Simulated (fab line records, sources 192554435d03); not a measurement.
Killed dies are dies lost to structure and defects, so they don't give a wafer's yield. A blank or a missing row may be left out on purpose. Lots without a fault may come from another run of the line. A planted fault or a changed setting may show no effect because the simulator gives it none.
Split-lot experiment | flow n5_finfet | 7 lots, 21 wafers read, on a route of 1938 steps

THE SPLIT
At N5_BEOL_M8_ETCH_62 (etches SOC in N2/H2, target depth 110 nm, overetch 22 nm, time 165 s), the setting bias_w was moved away from the recipe's 150 W on 4 of the 21 wafers read, by -16.1% to +16.2%. The other wafers ran this setting at the recipe's value.

The reading is taken at the split's own step.

THE READING
rf_vpp_V, in V, at N5_BEOL_M8_ETCH_62 (etches SOC in N2/H2, target depth 110 nm, overetch 22 nm, time 165 s). Fault-free wafers of this fab line usually give 524.2 V, standard deviation 2.9 V.

wafer  | tool, chamber at the split | bias_w as run, W | against the recipe | rf_vpp_V, V | against lot-mates on the recipe
L078.1 | rie_diel-04, 0             | 150              | recipe             | 524.3       | -
L078.2 | rie_diel-04, 1             | 125.9            | -16.1%             | 468.2       | -55.6
L078.4 | rie_diel-04, 3             | 150              | recipe             | 523.3       | -
L079.4 | rie_diel-03, 1             | 150              | recipe             | 524.7       | -
L079.5 | rie_diel-03, 3             | 150              | recipe             | 528.3       | -
L079.6 | rie_diel-03, 2             | 150              | recipe             | 523.2       | -
L080.2 | rie_diel-02, 3             | 150              | recipe             | 524.9       | -
L080.3 | rie_diel-02, 1             | 150              | recipe             | 525.5       | -
L080.5 | rie_diel-02, 0             | 150              | recipe             | 520.3       | -
L081.1 | rie_diel-03, 1             | 150              | recipe             | 524.7       | -
L081.2 | rie_diel-03, 3             | 174.3            | +16.2%             | 581.6       | +56.9
L081.3 | rie_diel-03, 2             | 174.3            | +16.2%             | 576.2       | +51.5
L083.2 | rie_diel-04, 3             | 150              | recipe             | 521.8       | -
L083.3 | rie_diel-04, 0             | 150              | recipe             | 521.8       | -
L083.4 | rie_diel-04, 1             | 150              | recipe             | 525.1       | -
L084.1 | rie_diel-03, 2             | 150              | recipe             | 523.4       | -
L084.2 | rie_diel-03, 1             | 150              | recipe             | 525.1       | -
L084.4 | rie_diel-03, 1             | 150              | recipe             | 524.7       | -
L095.2 | rie_diel-04, 0             | 168.5            | +12.3%             | 562.2       | +41.6
L095.3 | rie_diel-04, 3             | 150              | recipe             | 521.0       | -
L095.5 | rie_diel-04, 2             | 150              | recipe             | 520.2       | -

THE FIT
A straight line over all 21 wafers: rf_vpp_V changes by +3.38 V for each +1% of bias_w; r = +1.00; the points scatter about the line by 2.3 V.
The same after taking each lot's own level away (the mean of its wafers on the recipe; 21 wafers): +3.39 V for each +1%; r = +1.00; scatter 1.7 V.
On that fit, the largest move of bias_w shifts the reading by 55 V.
The lots' own levels span 520.60 to 525.40 V, that is 1.7 times the standard deviation above.
So the lot-to-lot level changes the slope little: the two slopes agree.
Check: with one of the wafers moved furthest among these (+16.2%) left out of the fit, the line predicts +53.8 V for it against its lot-mates. It came out at +56.9 V against them.
Tool readings at the split's step, against how far the setting was moved: rf_vpp_V r = +1.00.

OTHER SPLITS ON THESE WAFERS
These wafers also went through other splits before the reading. Each is held against what the fit with the lots' levels taken away leaves over:
other split on the same wafers   | wafers away from the commonest value | r with rf_vpp_V (lot level and that fit taken away)
N5_BEOL_M5_TRENCH_ETCH_37 time_s | 10                                   | +0.39
N5_BEOL_M7_PECVD_70 temp_c       | 8                                    | -0.13
N5_BEOL_M7_COAT_05 spin_rpm      | 8                                    | +0.18
N5_BEOL_M7_DESCUM_33 time_s      | 6                                    | -0.13
N5_BEOL_M7_TRENCH_ETCH_37 bias_w | 11                                   | +0.29
N5_BEOL_M8_ETCH_61 bias_w        | 8                                    | +0.26

THE WHOLE CHAIN: every reading that the file lists as answering this split, in the file's order
step               | what it does                                                         | reading                                                                          | change (the file's fit)                | r (the file's)
N5_BEOL_M8_ETCH_62 | etches SOC in N2/H2, target depth 110 nm, overetch 22 nm, time 165 s | rf_vpp_V                                                                         | +3.4 V for each +1% of the setting     | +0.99
N5_BEOL_M8_ETCH_62 | etches SOC in N2/H2, target depth 110 nm, overetch 22 nm, time 165 s | SiARC_of_BEOL_M8_COAT_60.thk_nm (the simulator's own value, which no gauge read) | -0.0951 nm for each +1% of the setting | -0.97

THE FILE'S OWN FIT
rf_vpp_V changes by +3.4 V for each +1% of bias_w, r = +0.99.
